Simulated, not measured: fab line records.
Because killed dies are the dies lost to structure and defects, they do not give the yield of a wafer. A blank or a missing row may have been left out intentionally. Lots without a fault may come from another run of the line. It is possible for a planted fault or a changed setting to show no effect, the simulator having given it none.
Split-lot experiment / flow n5Finfet / 21 wafers read across 7 lots, on a route 1938 steps long

== THE SPLIT ==
At N5_BEOL_M4_COAT_05 (resist thk 30 nm), the setting spinRpm was moved away from the recipe's 1500 rpm on 4 of the 21 wafers read, by -6.5% to +5.7%. The other wafers ran this setting at the recipe's value.

== FROM THE SPLIT TO THE READING: what the file shows between them, 5 steps ==
- N5_BEOL_M4_EBR_07
- N5_BEOL_M4_SOFTBAKE_06: time 60 s
- N5_BEOL_M4_EXPOSE_08: exposes mask M4
- N5_BEOL_M4_PEB_09: peb time 60 s
- N5_BEOL_M4_DEVELOP_10: develop time 30 s

== THE READING ==
CAR-EUV_of_BEOL_M4_COAT_05.thkNm (the simulator's own value, which no gauge read), in nm, at N5_BEOL_M4_DESCUM_16 (chemistry O2, time 7 s). The file gives no usual value for it. Here, 17 wafers ran the recipe; their average is 26.1 nm with a standard deviation of 0.091 nm.

wafer=L076.2; tool, chamber at the split=lithoTrack-02, 0; spinRpm as run, rpm=1500; against the recipe=recipe; CAR-EUV_of_BEOL_M4_COAT_05.thkNm, nm=26.2; against lot-mates on the recipe=-
wafer=L076.4; tool, chamber at the split=lithoTrack-02, 0; spinRpm as run, rpm=1500; against the recipe=recipe; CAR-EUV_of_BEOL_M4_COAT_05.thkNm, nm=26.2; against lot-mates on the recipe=-
wafer=L076.5; tool, chamber at the split=lithoTrack-02, 0; spinRpm as run, rpm=1500; against the recipe=recipe; CAR-EUV_of_BEOL_M4_COAT_05.thkNm, nm=26.2; against lot-mates on the recipe=-
wafer=L086.1; tool, chamber at the split=lithoTrack-02, 0; spinRpm as run, rpm=1500; against the recipe=recipe; CAR-EUV_of_BEOL_M4_COAT_05.thkNm, nm=26; against lot-mates on the recipe=-
wafer=L086.5; tool, chamber at the split=lithoTrack-02, 0; spinRpm as run, rpm=1500; against the recipe=recipe; CAR-EUV_of_BEOL_M4_COAT_05.thkNm, nm=26; against lot-mates on the recipe=-
wafer=L086.6; tool, chamber at the split=lithoTrack-02, 0; spinRpm as run, rpm=1403; against the recipe=-6.5%; CAR-EUV_of_BEOL_M4_COAT_05.thkNm, nm=27; against lot-mates on the recipe=+1.0
wafer=L085.1; tool, chamber at the split=lithoTrack-05, 0; spinRpm as run, rpm=1500; against the recipe=recipe; CAR-EUV_of_BEOL_M4_COAT_05.thkNm, nm=26.2; against lot-mates on the recipe=-
wafer=L085.2; tool, chamber at the split=lithoTrack-05, 0; spinRpm as run, rpm=1500; against the recipe=recipe; CAR-EUV_of_BEOL_M4_COAT_05.thkNm, nm=26.2; against lot-mates on the recipe=-
wafer=L085.4; tool, chamber at the split=lithoTrack-05, 0; spinRpm as run, rpm=1500; against the recipe=recipe; CAR-EUV_of_BEOL_M4_COAT_05.thkNm, nm=26; against lot-mates on the recipe=-
wafer=L087.1; tool, chamber at the split=lithoTrack-03, 0; spinRpm as run, rpm=1500; against the recipe=recipe; CAR-EUV_of_BEOL_M4_COAT_05.thkNm, nm=26; against lot-mates on the recipe=-
wafer=L087.6; tool, chamber at the split=lithoTrack-03, 0; spinRpm as run, rpm=1500; against the recipe=recipe; CAR-EUV_of_BEOL_M4_COAT_05.thkNm, nm=26; against lot-mates on the recipe=-
wafer=L087.4; tool, chamber at the split=lithoTrack-03, 0; spinRpm as run, rpm=1585; against the recipe=+5.7%; CAR-EUV_of_BEOL_M4_COAT_05.thkNm, nm=25.4; against lot-mates on the recipe=-0.6
wafer=L091.2; tool, chamber at the split=lithoTrack-03, 0; spinRpm as run, rpm=1500; against the recipe=recipe; CAR-EUV_of_BEOL_M4_COAT_05.thkNm, nm=26; against lot-mates on the recipe=-
wafer=L091.3; tool, chamber at the split=lithoTrack-03, 0; spinRpm as run, rpm=1500; against the recipe=recipe; CAR-EUV_of_BEOL_M4_COAT_05.thkNm, nm=26; against lot-mates on the recipe=-
wafer=L091.4; tool, chamber at the split=lithoTrack-03, 0; spinRpm as run, rpm=1500; against the recipe=recipe; CAR-EUV_of_BEOL_M4_COAT_05.thkNm, nm=26; against lot-mates on the recipe=-
wafer=L095.1; tool, chamber at the split=lithoTrack-05, 0; spinRpm as run, rpm=1454; against the recipe=-3.1%; CAR-EUV_of_BEOL_M4_COAT_05.thkNm, nm=26.4; against lot-mates on the recipe=+0.4
wafer=L095.3; tool, chamber at the split=lithoTrack-05, 0; spinRpm as run, rpm=1454; against the recipe=-3.1%; CAR-EUV_of_BEOL_M4_COAT_05.thkNm, nm=26.4; against lot-mates on the recipe=+0.4
wafer=L095.4; tool, chamber at the split=lithoTrack-05, 0; spinRpm as run, rpm=1500; against the recipe=recipe; CAR-EUV_of_BEOL_M4_COAT_05.thkNm, nm=26; against lot-mates on the recipe=-
wafer=L096.2; tool, chamber at the split=lithoTrack-03, 0; spinRpm as run, rpm=1500; against the recipe=recipe; CAR-EUV_of_BEOL_M4_COAT_05.thkNm, nm=26; against lot-mates on the recipe=-
wafer=L096.3; tool, chamber at the split=lithoTrack-03, 0; spinRpm as run, rpm=1500; against the recipe=recipe; CAR-EUV_of_BEOL_M4_COAT_05.thkNm, nm=26; against lot-mates on the recipe=-
wafer=L096.5; tool, chamber at the split=lithoTrack-03, 0; spinRpm as run, rpm=1500; against the recipe=recipe; CAR-EUV_of_BEOL_M4_COAT_05.thkNm, nm=26; against lot-mates on the recipe=-

THE FIT
A straight line over all 21 wafers: CAR-EUV_of_BEOL_M4_COAT_05.thkNm changes by -0.128 nm for each +1% of spinRpm; r = -0.95; the points scatter about the line by 0.093 nm.
The same after taking each lot's own level away (the mean of its wafers on the recipe; 21 wafers): -0.132 nm for each +1%; r = -0.98; scatter 0.059 nm.
According to that fit, moving spinRpm by its largest amount changes the reading by 0.85 nm.
The lots' own levels span 26.00 to 26.20 nm, that is 2.2 times the standard deviation above.
So the lot-to-lot level changes the slope little: the two slopes agree.
Check: with one of the wafers moved furthest among these (-6.5%) left out of the fit, the line predicts +0.75 nm for it against its lot-mates. It came out at +1 nm against them.

== OTHER SPLITS ON THESE WAFERS ==
Other splits were also applied to these wafers ahead of the reading. Each is held against what the fit with the lots' levels taken away leaves over:
other split on the same wafers=N5_BEOL_M0_SAQP_DESCUM_45 timeS; wafers away from the commonest value=10; r with CAR-EUV_of_BEOL_M4_COAT_05.thkNm (lot level and that fit taken away)=+0.16
other split on the same wafers=N5_BEOL_M1_HM_DEP_02 targetThkA; wafers away from the commonest value=3; r with CAR-EUV_of_BEOL_M4_COAT_05.thkNm (lot level and that fit taken away)=-0.32
other split on the same wafers=N5_BEOL_M1_EXPOSE_08 doseMj; wafers away from the commonest value=10; r with CAR-EUV_of_BEOL_M4_COAT_05.thkNm (lot level and that fit taken away)=-0.14
other split on the same wafers=N5_BEOL_M1_ETCH_64 biasW; wafers away from the commonest value=10; r with CAR-EUV_of_BEOL_M4_COAT_05.thkNm (lot level and that fit taken away)=+0.41
other split on the same wafers=N5_BEOL_M2_DESCUM_33 timeS; wafers away from the commonest value=3; r with CAR-EUV_of_BEOL_M4_COAT_05.thkNm (lot level and that fit taken away)=-0.20
other split on the same wafers=N5_BEOL_M3_ETCH_64 timeS; wafers away from the commonest value=6; r with CAR-EUV_of_BEOL_M4_COAT_05.thkNm (lot level and that fit taken away)=-0.24
other split on the same wafers=N5_BEOL_M4_COAT_73 spinRpm; wafers away from the commonest value=6; r with CAR-EUV_of_BEOL_M4_COAT_05.thkNm (lot level and that fit taken away)=-0.08

== THE WHOLE CHAIN: every reading that the file lists as answering this split, in the file's order ==
step=N5_BEOL_M4_COAT_05; what it does=resist thk 30 nm; reading=CAR-EUV_of_BEOL_M4_COAT_05.thkNm (the simulator's own value, which no gauge read); change (the file's fit)=-0.147 nm for each +1% of the setting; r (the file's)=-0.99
step=N5_BEOL_M4_DEVELOP_10; what it does=develop time 30 s; reading=CAR-EUV_of_BEOL_M4_COAT_05.thkNm (the simulator's own value, which no gauge read); change (the file's fit)=-0.143 nm for each +1% of the setting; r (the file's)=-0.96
step=N5_BEOL_M4_DESCUM_16; what it does=chemistry O2, time 7 s; reading=CAR-EUV_of_BEOL_M4_COAT_05.thkNm (the simulator's own value, which no gauge read); change (the file's fit)=-0.133 nm for each +1% of the setting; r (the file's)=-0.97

== FILE'S OWN FIT ==
CAR-EUV_of_BEOL_M4_COAT_05.thkNm changes by -0.133 nm for each +1% of spinRpm, r = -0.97.
